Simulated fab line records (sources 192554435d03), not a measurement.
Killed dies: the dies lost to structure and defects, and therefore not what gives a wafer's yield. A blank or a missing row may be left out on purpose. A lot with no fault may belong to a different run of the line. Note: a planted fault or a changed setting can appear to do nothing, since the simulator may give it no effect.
Which of the tools did it? ; flow n5-finfet ; 36 wafers from 12 lots sampled at 2 of the route's 1938 steps

== WHAT EACH GAUGE READ, for each wafer ==
N5_SD_EPI_N_CD_MEAS_09: target cd 120 nm.
lot;measured;on;cd-nm (nm)
L076;day 3 11:43;cd-sem-02;121.0 119.6 119.8
L077;day 3 19:46;cd-sem-02;119.4 119.7 119.5
L079;day 4 08:07;cd-sem-01;119.7 119.5 119.3
L080;day 4 23:59;cd-sem-02;118.8 119.0 120.4
L083;day 5 09:46;cd-sem-03;119.8 119.5 118.8
L085;day 6 00:06;cd-sem-01;118.9 119.1 119.1
L088;day 6 11:46;cd-sem-01;120.2 119.3 120.3
L089;day 6 20:43;cd-sem-01;119.4 119.2 120.6
L091;day 7 07:05;cd-sem-03;120.7 119.4 120.1
L093;day 7 18:52;cd-sem-02;121.0 120.8 121.2
L095;day 8 06:25;cd-sem-02;119.6 120.8 119.3
L097;day 8 20:29;cd-sem-02;120.0 118.9 119.0

== WHAT TOOL EACH LOT RAN ON (gives the tool, then ch and the chambers of the sampled wafers, and finally the start) ==
lot;N5_SPACER0_ALD_07
L076;ald-sin-03 ch 1,2,3, day 3 10:45
L077;ald-sin-01 ch 1,2, day 3 18:48
L079;ald-sin-01 ch 0,2,3, day 4 07:09
L080;ald-sin-03 ch 1,2,3, day 4 23:01
L083;ald-sin-01 ch 0,2,3, day 5 08:47
L085;ald-sin-03 ch 0,2,3, day 5 23:08
L088;ald-sin-02 ch 1,2,3, day 6 10:48
L089;ald-sin-01 ch 1,2, day 6 19:44
L091;ald-sin-02 ch 2,3, day 7 06:15
L093;ald-sin-03 ch 1,2,3, day 7 17:55
L095;ald-sin-03 ch 0,2,3, day 8 05:27
L097;ald-sin-01 ch 0,2,3, day 8 19:31
- N5_SPACER0_ALD_07: deposits SiNx, target thk 2 nm.

== THE ANSWER, worked out from the rows above alone ==
Rule: what is usual is taken from the lots themselves. The widest of any qualifying gaps counts: lots, ordered by their means at a reading, are off when they make up no more than a third of the lots, leave a main group of 4 or more, and stand apart from it by 3 or more times the standard deviation of that group's means. A main group is skipped when, at the precision printed for the reading in the tables above, its means are all equal. Also off: a lot with no number at a reading for which 4 or more lots have one. The other lots that the step has rows for count as sound.
No lot is off at any reading shown: from this, nothing can be told.

== WHAT THE SIMULATOR HAD INSERTED ==
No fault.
